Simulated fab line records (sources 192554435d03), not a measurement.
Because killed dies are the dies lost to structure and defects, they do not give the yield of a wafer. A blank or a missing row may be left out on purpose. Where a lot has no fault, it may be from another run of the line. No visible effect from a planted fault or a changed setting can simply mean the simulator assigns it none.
The tool behind it: which one? :: flow n5Finfet :: Sampling: 10 lots, 29 wafers, 5 of 1938 route steps

## WHAT EACH GAUGE READ, for each wafer
N5_BEOL_M15_CD_MEAS_17: the cd target is 360 nm. Usual: 360.9 nm for cdNm, sd 2.1.
lot: L566
measured: day 12 22:40
on: cdSem-03
cdNm (nm): 363.5 360.0
flag: 

lot: L564
measured: day 12 23:58
on: cdSem-03
cdNm (nm): 362.7 359.1 360.1
flag: 

lot: L567
measured: day 13 02:16
on: cdSem-03
cdNm (nm): 361.6 358.8 362.6
flag: 

lot: L565
measured: day 13 07:22
on: cdSem-02
cdNm (nm): 362.8 361.4 361.6
flag: 

lot: L569
measured: day 14 11:29
on: cdSem-01
cdNm (nm): 362.5 365.7 363.6
flag: 

lot: L579
measured: day 17 03:58
on: cdSem-01
cdNm (nm): 362.2 357.6 363.2
flag: 

lot: L582
measured: day 17 11:00
on: cdSem-01
cdNm (nm): 360.5 360.7 357.8
flag: 

lot: L578
measured: day 17 16:41
on: cdSem-02
cdNm (nm): 361.2 363.5 360.5
flag: 

lot: L583
measured: day 18 04:54
on: cdSem-02
cdNm (nm): 359.8 361.1 360.6
flag: 

lot: L586
measured: day 19 01:07
on: cdSem-01
cdNm (nm): 362.8 360.2 361.6
flag: 

N5_BEOL_M15_RS_MEAS_54: uses a four-point probe to measure. Usual: for M15_RS the level is 0.0216 ohm/sq and the standard deviation is 0.00037.
lot: L566
measured: day 13 05:55
on: filmMetro-01
M15_RS (ohm/sq): 0.0221 0.0213
flag: 

lot: L564
measured: day 13 09:25
on: filmMetro-01
M15_RS (ohm/sq): 0.0220 0.0219 0.0213
flag: 

lot: L567
measured: day 13 07:07
on: filmMetro-02
M15_RS (ohm/sq): 0.0223 0.0212 0.0219
flag: 

lot: L565
measured: day 13 12:31
on: filmMetro-01
M15_RS (ohm/sq): 0.0217 0.0222 0.0214
flag: 

lot: L569
measured: day 14 16:32
on: filmMetro-02
M15_RS (ohm/sq): 0.0214 0.0217 0.0215
flag: 

lot: L579
measured: day 17 11:50
on: filmMetro-01
M15_RS (ohm/sq): 0.0219 0.0229 0.0221
flag: 

lot: L582
measured: day 17 15:36
on: filmMetro-01
M15_RS (ohm/sq): 0.0219 0.0220 0.0214
flag: 

lot: L578
measured: day 17 21:07
on: filmMetro-02
M15_RS (ohm/sq): 0.0213 0.0229 0.0212
flag: 

lot: L583
measured: day 18 12:15
on: filmMetro-02
M15_RS (ohm/sq): 0.0218 0.0214 0.0219
flag: 

lot: L586
measured: day 19 04:53
on: filmMetro-02
M15_RS (ohm/sq): 0.0225 0.0213 0.0220
flag: 

## TOOL THAT RAN EACH LOT (tool first, then ch and the chambers of the sampled wafers, then the start)
lot: L566
N5_BEOL_M15_ETCH_57: rieDiel-02 ch 0,1, day 12 23:09
N5_BEOL_M15_TRENCH_ETCH_34: rieDiel-02 ch 0,3, day 13 00:21
N5_BEOL_M15_STRIP_62: rieDiel-01 ch 2,3, day 13 05:55 or earlier

lot: L564
N5_BEOL_M15_ETCH_57: rieDiel-05 ch 0,2, day 13 00:08
N5_BEOL_M15_TRENCH_ETCH_34: rieDiel-02 ch 0,1,2, day 13 01:06
N5_BEOL_M15_STRIP_62: rieDiel-01 ch 1,2, day 13 09:25 or earlier

lot: L567
N5_BEOL_M15_ETCH_57: rieDiel-01 ch 0,2,3, day 13 02:22
N5_BEOL_M15_TRENCH_ETCH_34: rieDiel-01 ch 1,2,3, day 13 03:18
N5_BEOL_M15_STRIP_62: rieDiel-01 ch 0,2,3, day 13 07:07 or earlier

lot: L565
N5_BEOL_M15_ETCH_57: rieDiel-02 ch 0,1,3, day 13 07:38
N5_BEOL_M15_TRENCH_ETCH_34: rieDiel-05 ch 0,2,3, day 13 08:35
N5_BEOL_M15_STRIP_62: rieDiel-02 ch 0,2, day 13 12:31 or earlier

lot: L569
N5_BEOL_M15_ETCH_57: rieDiel-05 ch 1,3, day 14 11:38
N5_BEOL_M15_TRENCH_ETCH_34: rieDiel-01 ch 0,1, day 14 12:35
N5_BEOL_M15_STRIP_62: rieDiel-01 ch 1,3, day 14 16:32 or earlier

lot: L579
N5_BEOL_M15_ETCH_57: rieDiel-01 ch 1,2,3, day 17 04:04
N5_BEOL_M15_TRENCH_ETCH_34: rieDiel-01 ch 1,3, day 17 05:01
N5_BEOL_M15_STRIP_62: rieDiel-02 ch 2,3, day 17 11:50 or earlier

lot: L582
N5_BEOL_M15_ETCH_57: rieDiel-02 ch 0,1,2, day 17 11:08
N5_BEOL_M15_TRENCH_ETCH_34: rieDiel-02 ch 0,2,3, day 17 12:05
N5_BEOL_M15_STRIP_62: rieDiel-02 ch 0,2, day 17 15:36 or earlier

lot: L578
N5_BEOL_M15_ETCH_57: rieDiel-02 ch 0,1,3, day 17 16:46
N5_BEOL_M15_TRENCH_ETCH_34: rieDiel-01 ch 2,3, day 17 17:47
N5_BEOL_M15_STRIP_62: rieDiel-02 ch 0,1, day 17 21:07 or earlier

lot: L583
N5_BEOL_M15_ETCH_57: rieDiel-02 ch 0,3, day 18 05:05
N5_BEOL_M15_TRENCH_ETCH_34: rieDiel-05 ch 0,1,3, day 18 06:02
N5_BEOL_M15_STRIP_62: rieDiel-05 ch 1,2,3, day 18 12:15 or earlier

lot: L586
N5_BEOL_M15_ETCH_57: rieDiel-02 ch 0,1,2, day 19 01:13
N5_BEOL_M15_TRENCH_ETCH_34: rieDiel-02 ch 0,2,3, day 19 02:16
N5_BEOL_M15_STRIP_62: rieDiel-01 ch 0,1,2, day 19 04:53 or earlier
- N5_BEOL_M15_ETCH_57: etches SOC in N2/H2, time 750 s.
- N5_BEOL_M15_TRENCH_ETCH_34: etches SiO2 in C4F8/O2/Ar, target depth 872.93 nm, time 199 s.
- N5_BEOL_M15_STRIP_62: strips in O2.

## AS READ BY THE TOOLS THEMSELVES (means over the sampled wafers that have a number; for cases with no such wafer, the mark the record gives instead)
N5_BEOL_M15_ETCH_57. Usual: biasW 349.8 W, standard deviation 1.1; drypumpMotorCurrentA 5.9 A, standard deviation 0.35; oesProductAu 0.81 a.u., standard deviation 0.08; rfVppV 525.0 V, standard deviation 2.2; showerheadPlenumPTorr 2.58 Torr, standard deviation 0.074; throttleValvePct 17.78 %, standard deviation 0.25.
lot: L566
tool: rieDiel-02
biasW (W): 350.4
drypumpMotorCurrentA (A): 5.6
oesProductAu (a.u.): 0.80
rfVppV (V): 526.0
showerheadPlenumPTorr (Torr): 2.61
throttleValvePct (%): 17.89
flag: 

lot: L564
tool: rieDiel-05
biasW (W): 348.8
drypumpMotorCurrentA (A): 5.4
oesProductAu (a.u.): 0.71
rfVppV (V): 522.2
showerheadPlenumPTorr (Torr): 2.47
throttleValvePct (%): 17.74
flag: 

lot: L567
tool: rieDiel-01
biasW (W): 350.8
drypumpMotorCurrentA (A): 6.0
oesProductAu (a.u.): 0.85
rfVppV (V): 526.3
showerheadPlenumPTorr (Torr): 2.61
throttleValvePct (%): 17.77
flag: 

lot: L565
tool: rieDiel-02
biasW (W): 350.4
drypumpMotorCurrentA (A): 5.8
oesProductAu (a.u.): 0.81
rfVppV (V): 526.0
showerheadPlenumPTorr (Torr): 2.64
throttleValvePct (%): 17.84
flag: 

lot: L569
tool: rieDiel-05
biasW (W): 349.4
drypumpMotorCurrentA (A): 5.9
oesProductAu (a.u.): 0.78
rfVppV (V): 524.1
showerheadPlenumPTorr (Torr): 2.54
throttleValvePct (%): 17.69
flag: 

lot: L579
tool: rieDiel-01
biasW (W): 350.1
drypumpMotorCurrentA (A): 5.8
oesProductAu (a.u.): 0.83
rfVppV (V): 525.6
showerheadPlenumPTorr (Torr): 2.61
throttleValvePct (%): 17.73
flag: 

lot: L582
tool: rieDiel-02
biasW (W): 350.6
drypumpMotorCurrentA (A): 5.7
oesProductAu (a.u.): 0.82
rfVppV (V): 525.4
showerheadPlenumPTorr (Torr): 2.56
throttleValvePct (%): 17.78
flag: 

lot: L578
tool: rieDiel-02
biasW (W): 349.6
drypumpMotorCurrentA (A): 5.8
oesProductAu (a.u.): 0.78
rfVppV (V): 526.3
showerheadPlenumPTorr (Torr): 2.62
throttleValvePct (%): 17.90
flag: 

lot: L583
tool: rieDiel-02
biasW (W): 350.0
drypumpMotorCurrentA (A): 6.0
oesProductAu (a.u.): 0.77
rfVppV (V): 528.1
showerheadPlenumPTorr (Torr): 2.65
throttleValvePct (%): 17.98
flag: 

lot: L586
tool: rieDiel-02
biasW (W): 350.1
drypumpMotorCurrentA (A): 5.8
oesProductAu (a.u.): 0.80
rfVppV (V): 524.4
showerheadPlenumPTorr (Torr): 2.56
throttleValvePct (%): 17.80
flag: 

N5_BEOL_M15_TRENCH_ETCH_34. Usual: biasW 2040 W, standard deviation 6.7; drypumpMotorCurrentA 5.9 A, standard deviation 0.31; mfcArSccm 400.1 sccm, standard deviation 1.2; oes_o_777_au 0.81 a.u., standard deviation 0.07; oesProductAu 0.81 a.u., standard deviation 0.069; rfVppV 2228 V, standard deviation 42; showerheadPlenumPTorr 3.49 Torr, standard deviation 0.079; throttleValvePct 30.95 %, standard deviation 0.21.
lot: L566
tool: rieDiel-02
biasW (W): 2040
drypumpMotorCurrentA (A): 5.9
mfcArSccm (sccm): 399.8
oes_o_777_au (a.u.): 0.77
oesProductAu (a.u.): 0.78
rfVppV (V): 2215
showerheadPlenumPTorr (Torr): 3.56
throttleValvePct (%): 31.07
flag: 

lot: L564
tool: rieDiel-02
biasW (W): 2041
drypumpMotorCurrentA (A): 5.8
mfcArSccm (sccm): 400.6
oes_o_777_au (a.u.): 0.73
oesProductAu (a.u.): 0.75
rfVppV (V): 2240
showerheadPlenumPTorr (Torr): 3.48
throttleValvePct (%): 31.01
flag: 

lot: L567
tool: rieDiel-01
biasW (W): 2038
drypumpMotorCurrentA (A): 5.8
mfcArSccm (sccm): 399.7
oes_o_777_au (a.u.): 0.88
oesProductAu (a.u.): 0.87
rfVppV (V): 2207
showerheadPlenumPTorr (Torr): 3.54
throttleValvePct (%): 30.89
flag: 

lot: L565
tool: rieDiel-05
biasW (W): 2039
drypumpMotorCurrentA (A): 5.6
mfcArSccm (sccm): 398.6
oes_o_777_au (a.u.): 0.78
oesProductAu (a.u.): 0.77
rfVppV (V): 2235
showerheadPlenumPTorr (Torr): 3.44
throttleValvePct (%): 30.90
flag: 

lot: L569
tool: rieDiel-01
biasW (W): 2047
drypumpMotorCurrentA (A): 6.1
mfcArSccm (sccm): 401.4
oes_o_777_au (a.u.): 0.83
oesProductAu (a.u.): 0.83
rfVppV (V): 2233
showerheadPlenumPTorr (Torr): 3.49
throttleValvePct (%): 31.18
flag: 

lot: L579
tool: rieDiel-01
biasW (W): 1958
drypumpMotorCurrentA (A): 5.8
mfcArSccm (sccm): 399.2
oes_o_777_au (a.u.): 0.84
oesProductAu (a.u.): 0.81
rfVppV (V): 2111
showerheadPlenumPTorr (Torr): 3.49
throttleValvePct (%): 31.05
flag: OFF

lot: L582
tool: rieDiel-02
biasW (W): 2040
drypumpMotorCurrentA (A): 6.0
mfcArSccm (sccm): 399.7
oes_o_777_au (a.u.): 0.79
oesProductAu (a.u.): 0.80
rfVppV (V): 2219
showerheadPlenumPTorr (Torr): 3.49
throttleValvePct (%): 30.90
flag: 

lot: L578
tool: rieDiel-01
biasW (W): 1954
drypumpMotorCurrentA (A): 5.8
mfcArSccm (sccm): 400.9
oes_o_777_au (a.u.): 0.84
oesProductAu (a.u.): 0.83
rfVppV (V): 2171
showerheadPlenumPTorr (Torr): 3.55
throttleValvePct (%): 30.77
flag: OFF

lot: L583
tool: rieDiel-05
biasW (W): 2049
drypumpMotorCurrentA (A): 6.0
mfcArSccm (sccm): 399.8
oes_o_777_au (a.u.): 0.82
oesProductAu (a.u.): 0.83
rfVppV (V): 2251
showerheadPlenumPTorr (Torr): 3.46
throttleValvePct (%): 30.86
flag: 

lot: L586
tool: rieDiel-02
biasW (W): 2039
drypumpMotorCurrentA (A): 6.0
mfcArSccm (sccm): 399.3
oes_o_777_au (a.u.): 0.78
oesProductAu (a.u.): 0.79
rfVppV (V): 2218
showerheadPlenumPTorr (Torr): 3.48
throttleValvePct (%): 30.91
flag: 

N5_BEOL_M15_STRIP_62. Usual: drypumpMotorCurrentA 5.9 A, standard deviation 0.31; oesProductAu 0.82 a.u., standard deviation 0.072; rfVppV 3.6 V, standard deviation 0.5; showerheadPlenumPTorr 2.13 Torr, standard deviation 0.059; throttleValvePct 16.69 %, standard deviation 0.22.
lot: L566
tool: rieDiel-01
drypumpMotorCurrentA (A): 5.8
oesProductAu (a.u.): 0.86
rfVppV (V): 3.3
showerheadPlenumPTorr (Torr): 2.17
throttleValvePct (%): 16.62
flag: 

lot: L564
tool: rieDiel-01
drypumpMotorCurrentA (A): 5.8
oesProductAu (a.u.): 0.90
rfVppV (V): 3.8
showerheadPlenumPTorr (Torr): 2.18
throttleValvePct (%): 16.66
flag: 

lot: L567
tool: rieDiel-01
drypumpMotorCurrentA (A): 6.0
oesProductAu (a.u.): 0.85
rfVppV (V): 3.6
showerheadPlenumPTorr (Torr): 2.14
throttleValvePct (%): 16.69
flag: 

lot: L565
tool: rieDiel-02
drypumpMotorCurrentA (A): 6.0
oesProductAu (a.u.): 0.68
rfVppV (V): 3.6
showerheadPlenumPTorr (Torr): 2.09
throttleValvePct (%): 16.80
flag: 

lot: L569
tool: rieDiel-01
drypumpMotorCurrentA (A): 5.8
oesProductAu (a.u.): 0.82
rfVppV (V): 3.6
showerheadPlenumPTorr (Torr): 2.12
throttleValvePct (%): 16.72
flag: 

lot: L579
tool: rieDiel-02
drypumpMotorCurrentA (A): 6.2
oesProductAu (a.u.): 0.85
rfVppV (V): 3.6
showerheadPlenumPTorr (Torr): 2.16
throttleValvePct (%): 16.54
flag: 

lot: L582
tool: rieDiel-02
drypumpMotorCurrentA (A): 6.0
oesProductAu (a.u.): 0.83
rfVppV (V): 3.9
showerheadPlenumPTorr (Torr): 2.08
throttleValvePct (%): 16.56
flag: 

lot: L578
tool: rieDiel-02
drypumpMotorCurrentA (A): 5.5
oesProductAu (a.u.): 0.75
rfVppV (V): 3.7
showerheadPlenumPTorr (Torr): 2.13
throttleValvePct (%): 16.91
flag: 

lot: L583
tool: rieDiel-05
drypumpMotorCurrentA (A): 5.6
oesProductAu (a.u.): 0.74
rfVppV (V): 3.7
showerheadPlenumPTorr (Torr): 2.06
throttleValvePct (%): 16.72
flag: 

lot: L586
tool: rieDiel-01
drypumpMotorCurrentA (A): 6.0
oesProductAu (a.u.): 0.82
rfVppV (V): 3.7
showerheadPlenumPTorr (Torr): 2.14
throttleValvePct (%): 16.77
flag: 

## THE ANSWER, worked out from the rows above alone
Rule: take the mean of a lot's wafers that have a number; if it is more than 3 standard deviations from the usual mean, the lot is off. A lot without any number at a reading at which 4 lots or more have one is off too. Where the step has rows for the other lots, those lots are counted as sound. Order of review: gauges by route order, followed by the tools' own readings, for which a lot's mean as printed above is used. The first step at which some lot is off is used, and at that step the reading that is off furthest; a lot without a number counts as furthest.
Off: L579, L578, at N5_BEOL_M15_TRENCH_ETCH_34 (biasW).
If a tool, at that step or one of the process steps before it, ran each lot that is off and ran no sound lot following the first of them, it fits. One fits: rieDiel-01 at N5_BEOL_M15_TRENCH_ETCH_34. Its last sound lot is L569 (day 14 12:35), its first lot that is off L579 (day 17 05:01): a fault that began between those two fits.
The tool's own readings at N5_BEOL_M15_TRENCH_ETCH_34 bear it out: on the lots that are off they differ by more than 5 times the standard deviation of the sound lots' means. biasW reads 1956 W there against 2042 W on the sound lots; rfVppV reads 2141 V there against 2227 V on the sound lots.

## WHAT THE SIMULATOR HAD PUT IN
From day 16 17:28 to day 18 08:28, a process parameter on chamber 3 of rieDiel-01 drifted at N5_BEOL_M15_TRENCH_ETCH_34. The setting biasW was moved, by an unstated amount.
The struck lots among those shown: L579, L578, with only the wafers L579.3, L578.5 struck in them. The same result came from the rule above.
